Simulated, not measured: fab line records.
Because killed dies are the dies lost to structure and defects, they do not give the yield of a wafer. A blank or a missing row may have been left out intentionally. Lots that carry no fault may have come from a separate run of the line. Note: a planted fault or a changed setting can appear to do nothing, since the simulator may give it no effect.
Problem report, 8D (eight disciplines) form, completed by code / flow nand_harc / the parts of the form that need people (team, actions taken, sign-off) are left out

## 1. THE PROBLEM
o2_flow_sccm at NHARC_P_GATE_ETCHBACK_37 reads a mean of 7.981 sccm on 1 wafer of 1 lot; wafers without a fault read 10.000 sccm with a standard deviation of 0.03. Measured from the usual mean, that is -67 standard deviations.
The step: etches the open film in CHF3/O2, target depth 34.5 nm, time 17.2 s.
First observed at day 12 23:24: wafer L654.2, on rie_diel-10. The record holds 33 wafers of 11 lots with a number at this step. The rule behind "out" and "out of limits": a value lying over 4 standard deviations away from the usual mean. Any other wafer with a number is counted as sound.

## 2. WHAT IT IS; WHAT IT IS NOT
question=which readings at this step | is=o2_flow_sccm, throttle_valve_pct | is not=drypump_motor_current_A, mfc_ar_sccm, oes_product_au, rf_vpp_V, showerhead_plenum_p_Torr
question=which lots | is=L654 | is not=L636, L637, L638, L640, L643, L646, L647, L648, L658, L659
question=which wafers of those lots | is=L654.2 | is not=L654.1, L654.5
question=read on which tools | is=rie_diel-10 | is not=rie_diel-04, rie_diel-12
question=when | is=from day 12 23:24 | is not=up to then (26 sound wafers); but 6 sound wafers of L658, L659 came after

## 3. SUSPECTS, AND WHAT RULES EACH OUT
Counting: a tool at a process step up to the reading stays a suspect if it ran every lot that is out. Sound lots after the first of them don't rule it out here, since some wafers of a struck lot are sound.
- rie_diel-12 at NHARC_P_GATE_DESCUM_13 (chemistry O2, time 3 s): kept. It ran the lot that is out, L654 (day 11 21:32).
- pecvd-01 at NHARC_P_GATE_DEP_103 (deposits SiON, target thk 30 nm): kept. It ran the lot that is out, L654 (day 12 11:46); its last sound lot up to then is L648 (day 10 08:47).
- rie_diel-10 at NHARC_P_GATE_ETCHBACK_37 (etches the open film in CHF3/O2, target depth 34.5 nm, time 17.2 s): kept. It ran the lot that is out, L654 (day 12 23:24); its last sound lot up to then is L647 (day 10 07:11). Out on those wafers are its own readings of o2_flow_sccm, throttle_valve_pct.
- In rie_diel-12 at NHARC_P_GATE_DESCUM_13, the wafers that are out were processed in chamber 2 and their sound lot-mates in chambers 1, 3.
- In rie_diel-10 at NHARC_P_GATE_ETCHBACK_37, the wafers that are out were processed in chamber 0 and their sound lot-mates in chambers 2, 3.
Still standing after the count: rie_diel-12 at NHARC_P_GATE_DESCUM_13, pecvd-01 at NHARC_P_GATE_DEP_103, rie_diel-10 at NHARC_P_GATE_ETCHBACK_37.

## 4. THE CAUSE (what the simulator had put in)
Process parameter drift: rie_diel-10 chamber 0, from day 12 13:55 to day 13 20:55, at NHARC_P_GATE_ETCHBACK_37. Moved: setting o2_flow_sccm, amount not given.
Of the 3 suspects that counting leaves, this tool is one.

## 5. SEQUENCE OF EFFECTS, ordered by route
One row per reading whose mean, taken over the struck wafers that have a number, lies over 3 standard deviations from the usual. Scope: only readings with a usual standard deviation given in the record; hours: median across lots of the time from each lot's start at the first step in this table that gives one to its start at this step; sigmas: change in usual standard deviations.
hours=0; step=NHARC_P_GATE_ETCHBACK_37; reading=o2_flow_sccm; usual=10.000 sccm; on struck wafers=7.981; change=-2.019; sigmas=-67
hours=0; step=NHARC_P_GATE_ETCHBACK_37; reading=throttle_valve_pct; usual=20.572 %; on struck wafers=20.510; change=-0.062; sigmas=-6.5
Process steps it contains:
- NHARC_P_GATE_ETCHBACK_37: etches the open film in CHF3/O2, target depth 34.5 nm, time 17.2 s.

## 6. WHAT WOULD HAVE CAUGHT IT SOONER
In this record the first reading out of limits was taken at day 12 23:24, 9 hours after the fault began at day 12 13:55.
